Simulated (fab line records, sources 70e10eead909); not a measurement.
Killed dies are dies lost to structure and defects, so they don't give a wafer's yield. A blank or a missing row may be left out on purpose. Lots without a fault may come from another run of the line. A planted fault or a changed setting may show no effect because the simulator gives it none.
fab line records | flow nand_harc | part 2 of 2: steps 5 to 6 of 6
record lots=24 wafers=72 last_day=26
route steps=1159 shown A_STAIRCASE@700 A_SGD_CUT@776 A_WL_FILL@815
lots that met no fault: from a run of the same line without faults
start_h: hours from the record's first day to the start of the lot's first wafer shown | wait_h: hours since the lot's step before | " the same as in the row above | L1.1+2: a row that stands for several wafers | - no value, or no start given | * or withheld: withheld | < > ~ a bound
route shown NAME@n: a module of which the file shows steps, and the number in the route of the first | usual: mean/standard deviation of fault-free wafers | same: alike in all rows | chamber/n: place in a boat | sites: the reading at each site | _std_site: their standard deviation | _edge_site: outer sites' mean less inner sites' | radius_mm: how far each site lies from the wafer's centre | mask NAME#n: copy n | behind: the tool/chamber that last shaped the wafer | hold: why the lot was held/for how many hours/how that ended | device: the transistor (n, p or np) that didn't switch | end of line: the same wafers' tests at the end of the route | a step without rows: its recipe alone | killed: dies lost to structure and defects at the first sort, not the wafer's yield | map: a wafer's dies, x killed, . not, _ none there
set.NAME: the setting as run; set.NAME@STEP: as run at that earlier step | model.NAME: the simulator's own value behind a step, which no gauge read
steps of the route over a sample of lots; a table a step, a row a wafer
services: from which hour (start_h, from the record's first day; less than 0 if before it) a tool's chamber was out of use, for how many hours, and why
## steps
# step NHARC_A_SGD_CUT_STRIP_28
# recipe time_s=20 o2_flow_sccm=500 ar_flow_sccm=0 bias_w=0 chemistry=O2
# usual drypump_motor_current_A=5.8/0.43 oes_product_au=0.998/0.01 rf_vpp_V=57.7/0.9 showerhead_plenum_p_Torr=3.53/0.12 throttle_valve_pct=17.036/0.009
# columns lot.wafer tool chamber start_h wait_h drypump_motor_current_A oes_product_au rf_hours_counter_h rf_vpp_V showerhead_plenum_p_Torr throttle_valve_pct
L075.3 rie_diel-07 2 - - 6.2 1.000 6 56.9 3.42 17.041
L075.4 " 3 " " 6.3 0.990 6 57.6 3.44 17.032
L075.6 " 0 " " 5.8 1.008 - 56.8 3.46 17.033
L076.1 rie_diel-10 1 322.20 0.1 5.2 0.992 13 58.0 3.40 17.038
L076.2 " 2 " " 6.6 1.008 15 56.6 3.59 17.037
L076.4 " 3 " " 5.6 0.989 - 57.5 3.49 17.043
L077.1 rie_diel-02 0 - - 6.0 1.006 11 58.4 3.72 17.032
L077.3 " 1 " " 6.3 0.995 11 58.0 3.59 17.033
L077.2 " 2 " " 5.2 1.000 10 57.6 3.57 17.058
L074.2 rie_diel-07 1 - - 5.8 1.027 8 57.7 3.29 17.039
L074.6 " 2 " " 6.1 1.006 - 57.0 3.42 17.023
L074.5 " 3 " " 6.3 0.984 - 57.6 3.44 17.043
L079.2 rie_diel-10 1 331.99 0.2 5.2 0.982 15 57.4 3.40 17.034
L079.1 " 3 " " 5.6 0.998 16 57.2 3.49 17.039
L079.4 " 1 " " 5.2 0.989 - 57.0 3.40 17.035
L078.2 rie_diel-10 2 332.04 0.1 6.5 1.016 17 57.0 3.59 17.037
L078.6 " 2 " " 6.5 1.015 - 58.1 3.59 17.031
L078.4 " 3 " " 5.6 0.997 - 57.1 3.49 17.036
L082.2 rie_diel-07 0 - - 5.8 1.013 10 56.4 3.45 17.043
L082.1 " 1 " " 5.8 1.018 12 55.6 3.29 17.034
L082.3 " 2 " " 6.2 1.008 11 57.2 3.42 17.049
L081.3 rie_diel-02 3 367.42 0.1 5.5 1.002 2 57.1 3.63 17.033
L081.6 " 0 " " 6.0 0.993 - 57.4 3.72 17.049
L081.4 " 2 " " 5.1 0.996 - 57.8 3.57 17.037
L084.2 rie_diel-02 1 372.73 0.2 6.4 0.996 2 57.5 3.59 17.042
L084.3 " 2 " " 5.2 0.989 2 58.3 3.57 17.034
L084.5 " 0 " " 6.0 0.991 - 58.4 3.72 17.049
L083.4 rie_diel-02 2 372.78 0.1 5.2 0.986 2 58.0 3.57 17.030
L083.6 " 3 " " 5.5 0.981 - 56.4 3.63 17.046
L083.5 " 0 " " 6.0 0.987 - 57.8 3.72 17.035
L080.4 rie_diel-02 1 - - 6.3 0.990 2 57.3 3.59 17.011
L080.1 " 3 " " 5.5 0.987 2 58.7 3.63 17.022
L080.2 " 0 " " 6.0 0.996 3 59.6 3.72 17.022
L088.1 rie_diel-10 3 - - 5.6 0.973 1 56.8 3.49 17.029
L088.6 " 1 " " 5.2 0.985 - 56.1 3.39 17.028
L088.5 " 2 " " 6.5 0.989 - 58.2 3.59 17.035
L085.4 rie_diel-02 2 383.90 0.1 5.2 0.993 - 58.4 3.57 17.059
L085.5 " 3 " " 5.5 0.988 - 59.2 3.63 17.030
L085.6 " 0 " " 6.0 0.989 - 59.3 3.72 17.025
L086.2 rie_diel-02 0 393.71 0.2 5.9 0.992 4 56.4 3.72 17.028
L086.3 " 2 " " 5.2 0.992 5 58.9 3.57 17.033
L086.5 " 3 " " 5.5 0.997 - 58.5 3.63 17.022
L087.4 rie_diel-07 1 - - 5.8 1.026 16 56.8 3.29 17.034
L087.3 " 3 " " 6.3 0.988 17 58.7 3.44 17.020
L087.5 " 1 " " 5.8 1.010 - 55.8 3.29 17.045
L090.4 rie_diel-02 0 - - 5.9 1.006 5 59.0 3.72 17.043
L090.3 " 1 " " 6.4 1.000 2 58.2 3.59 17.044
L090.5 " 1 " " 6.4 1.005 - 56.3 3.59 17.025
L089.2 rie_diel-10 1 - - 5.2 0.994 4 57.1 3.39 17.028
L089.3 " 2 " " 6.5 1.003 4 60.7 3.58 17.051
L089.5 " 2 " " 6.5 0.988 - 59.2 3.58 17.046
L092.1 rie_diel-07 2 - - 6.1 1.005 0 57.9 3.42 17.029
L092.5 " 3 " " 6.3 0.994 - 56.6 3.44 17.038
L092.6 " 0 " " 5.8 0.995 - 59.0 3.45 17.031
L093.1 rie_diel-10 0 - - 5.7 0.997 6 57.2 3.48 17.025
L093.3 " 1 " " 5.2 0.991 6 57.7 3.39 17.051
L093.5 " 1 " " 5.2 0.986 - 56.9 3.39 17.023
L091.2 rie_diel-02 1 - - 6.4 1.003 3 57.4 3.58 17.037
L091.1 " 0 " " 6.0 1.000 6 58.2 3.72 17.039
L091.5 " 2 " " 5.2 0.980 - 57.7 3.57 17.036
L094.3 rie_diel-07 0 - - 5.8 1.006 1 57.3 3.45 17.033
L094.4 " 1 " " 5.8 1.003 1 59.3 3.29 17.050
L094.5 " 0 " " 5.8 1.017 - 57.2 3.45 17.054
L095.1 rie_diel-02 1 - - 6.4 1.000 6 57.7 3.58 17.033
L095.2 " 2 " " 5.2 0.993 9 59.0 3.57 17.037
L095.5 " 3 " " 5.5 0.984 - 58.3 3.62 17.047
L096.1 rie_diel-02 1 - - 6.3 0.998 6 58.0 3.58 17.027
L096.3 " 3 " " 5.5 0.986 9 58.0 3.62 17.052
L096.2 " 0 " " 6.0 1.000 9 57.9 3.71 17.032
L097.3 rie_diel-07 2 - - 6.1 1.016 4 56.6 3.41 17.034
L097.2 " 3 " " 6.3 0.999 4 57.2 3.43 17.034
L097.6 " 2 " " 6.1 1.010 - 57.6 3.41 17.054
# step NHARC_A_WL_FILL_ETCHBACK_05
# recipe target_depth_a=220 time_s=60 temp_c=40 chemistry=Cl2/BCl3
# usual drypump_motor_current_A=5.8/0.43 he_backside_leak_sccm=3.36/0.26 oes_product_au=1.000/0.011
# columns lot.wafer tool chamber start_h wait_h drypump_motor_current_A he_backside_leak_sccm oes_product_au rf_hours_counter_h
L075.3 rie_metal-03 1 347.85 0.2 6.1 3.26 1.024 -
L075.4 " 0 " " 6.5 3.45 1.000 -
L075.6 " 0 " " 6.5 3.21 1.005 -
L077.1 rie_metal-02 0 348.37 0.2 5.1 3.18 1.012 3.9
L077.2 " 1 " " 5.5 3.70 0.990 3.9
L077.3 " 1 " " 5.5 3.64 0.989 -
L076.1 rie_metal-01 0 350.66 0.2 5.7 3.13 0.999 0.2
L076.2 " 1 " " 5.8 3.60 0.989 0.2
L076.4 " 0 " " 5.7 3.10 0.994 -
L079.2 rie_metal-03 1 353.66 0.2 6.1 3.16 0.999 1.9
L079.1 " 0 " " 6.5 3.41 0.999 1.9
L079.4 " 1 " " 6.1 3.04 0.998 -
L078.2 rie_metal-01 1 353.90 0.2 5.8 3.49 0.978 0.4
L078.4 " 1 " " 5.8 3.63 0.983 -
L078.6 " 1 " " 5.7 3.62 0.988 -
L074.2 rie_metal-03 1 356.49 0.2 6.0 3.17 0.995 2.1
L074.5 " 0 " " 6.5 3.43 1.003 -
L074.6 " 1 " " 6.0 3.43 1.011 -
L081.4 rie_metal-01 0 387.06 0.1 5.7 3.11 1.004 -
L081.3 " 1 " " 5.8 3.64 0.999 -
L081.6 " 0 " " 5.7 3.18 1.004 -
L082.1 rie_metal-02 1 389.85 0.2 5.5 3.55 0.986 5.1
L082.2 " 0 " " 5.1 3.17 1.014 5.1
L082.3 " 1 " " 5.5 3.73 0.984 -
L083.4 rie_metal-03 1 400.61 0.1 6.0 2.93 0.998 -
L083.6 " 1 " " 6.0 3.14 1.006 -
L083.5 " 0 " " 6.5 3.48 1.004 -
L084.2 rie_metal-01 1 401.11 0.2 5.7 3.59 0.997 1.9
L084.3 " 0 " " 5.7 3.25 0.995 -
L084.5 " 0 " " 5.7 4.12 0.998 -
L080.1 rie_metal-03 1 403.44 0.2 6.0 3.17 1.004 3.2
L080.2 " 0 " " 6.5 3.42 0.998 3.6
L080.4 " 0 " " 6.5 3.33 0.994 -
L085.4 rie_metal-01 0 405.10 0.1 5.7 3.23 1.000 -
L085.5 " 0 " " 5.7 3.14 1.004 -
L085.6 " 1 " " 5.8 3.59 0.991 -
L088.1 rie_metal-02 0 406.25 0.2 5.1 3.16 1.008 0.4
L088.5 " 0 " " 5.1 3.21 1.015 -
L088.6 " 1 " " 5.5 3.72 0.980 -
L086.2 rie_metal-01 0 415.04 0.2 5.7 3.23 0.979 2.4
L086.3 " 1 " " 5.7 3.55 0.996 -
L086.5 " 1 " " 5.8 3.49 0.997 -
L090.3 rie_metal-01 0 424.42 0.2 5.7 3.24 1.003 -
L090.4 " 1 " " 5.8 3.55 1.005 -
L090.5 " 1 " " 5.8 3.60 1.002 -
L087.3 rie_metal-03 1 424.63 0.3 6.1 3.21 0.997 -
L087.4 " 1 " " 6.1 3.15 0.991 -
L087.5 " 1 " " 6.0 3.05 0.995 -
L089.2 rie_metal-02 0 427.28 0.2 5.1 3.22 1.007 1.5
L089.3 " 1 " " 5.5 3.56 0.988 -
L089.5 " 0 " " 5.1 3.30 1.013 -
L093.1 rie_metal-02 0 437.62 0.2 5.1 3.14 1.005 1.7
L093.3 " 0 " " 5.1 3.25 1.019 -
L093.5 " 0 " " 5.1 3.19 1.013 -
L092.1 rie_metal-03 1 440.24 0.4 6.0 3.28 1.011 4.7
L092.5 " 1 " " 6.1 3.03 1.014 -
L092.6 " 1 " " 6.0 3.04 1.000 -
L091.1 rie_metal-01 0 442.82 0.2 5.7 4.52 0.988 3.3
L091.2 " 1 " " 5.8 3.58 1.000 3.3
L091.5 " 1 " " 5.8 3.56 0.998 -
L094.3 rie_metal-03 0 463.76 0.3 6.5 3.38 1.014 -
L094.4 " 0 " " 6.5 3.37 1.012 -
L094.5 " 0 " " 6.5 3.40 1.021 -
L095.1 rie_metal-01 1 467.09 0.2 5.8 3.62 1.006 3.8
L095.2 " 0 " " 5.7 3.26 0.991 3.8
L095.5 " 1 " " 5.8 3.51 1.000 -
L096.1 rie_metal-02 1 471.74 0.2 5.5 3.68 0.986 2.5
L096.2 " 0 " " 5.1 3.14 1.018 2.5
L096.3 " 0 " " 5.1 3.13 1.022 -
L097.2 rie_metal-03 0 475.45 0.3 6.5 3.29 1.009 -
L097.3 " 0 " " 6.5 3.17 1.017 -
L097.6 " 0 " " 6.5 3.17 1.007 -
## services
# columns tool chamber start_h hours kind
rie_metal-01 - 246.53 0.6 repair
rie_diel-07 2 247.84 8.5 repair
rie_diel-09 - 254.22 9.0 pm
rie_metal-03 - 276.00 9.0 pm
rie_diel-13 - 276.17 9.0 pm
rie_diel-10 0 319.42 20.1 repair
rie_diel-02 - 327.70 9.0 pm
rie_diel-09 0 353.62 40.8 repair
rie_diel-09 2 354.77 10.6 repair
rie_diel-07 0 359.57 5.1 repair
rie_diel-02 1 361.99 10.7 repair
rie_diel-09 2 366.19 2.7 repair
rie_diel-10 - 366.32 9.0 pm
pecvd-04 - 376.57 13.0 pm
rie_diel-02 0 377.88 2.2 repair
rie_diel-05 0 384.98 7.7 repair
rie_diel-05 3 385.22 1.5 repair
rie_diel-07 - 405.23 9.0 pm
rie_diel-09 - 431.95 9.0 pm
rie_diel-13 0 441.82 5.4 repair
rie_diel-05 - 444.68 0.8 repair
rie_diel-10 1 447.99 3.9 repair
rie_diel-13 - 453.17 9.0 pm
rie_diel-02 3 454.41 52.1 repair
